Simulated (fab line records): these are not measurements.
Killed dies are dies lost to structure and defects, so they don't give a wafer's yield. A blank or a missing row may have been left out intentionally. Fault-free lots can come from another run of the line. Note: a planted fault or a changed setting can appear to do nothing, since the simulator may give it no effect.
Matching of chambers ; flow n5-finfet ; 4 sister chambers for N5_DUMMY_GATE_ETCH_42 on rie-diel-04
The step etches SiO2 in CHF3/O2, target depth 3.5 nm, time 31 s. 4 wafers are shown with their chamber, then 10 later ones without.

== EACH WAFER AND ITS CHAMBER ==
wafer;chamber;throttle-valve-pct (%)
L078.6;3;19.20
L085.2;1;19.06
L087.3;2;18.42
L087.4;0;18.99

== WAFERS MISSING THEIR CHAMBER ==
wafer;throttle-valve-pct (%)
L087.5;19.06
L091.1;18.44
L091.2;18.98
L091.6;19.08
L094.1;19.24
L094.2;19.01
L094.3;18.45
L097.1;19.25
L097.3;19.01
L097.5;18.47

== WHICH CHAMBER EACH ONE RAN IN ==
wafer;from the rows above;in truth
L087.5;1;1
L091.1;2;2
L091.2;0;0
L091.6;1;1
L094.1;3;3
L094.2;can't be placed: 0 or 1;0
L094.3;2;2
L097.1;3;3
L097.3;can't be placed: 0 or 1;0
L097.5;2;2
8 of 10 placed correctly. Unplaceable from these rows: 2, with the true chamber sitting among the candidates in 2. Number placed wrongly: 0.
How it was worked out, from the rows above alone: a wafer's distance from a chamber is the root of the sum, over the readings, of the square of ((its reading less the chamber's mean) divided by the reading's scatter). The wafer belongs to the nearest chamber; if the next one is less than 2 further off, it can't be placed. A chamber's mean is the mean of its shown wafers. The scatter: with one shown wafer a chamber, the root of the mean of the squares of how far each hidden wafer lies from its nearest shown one.
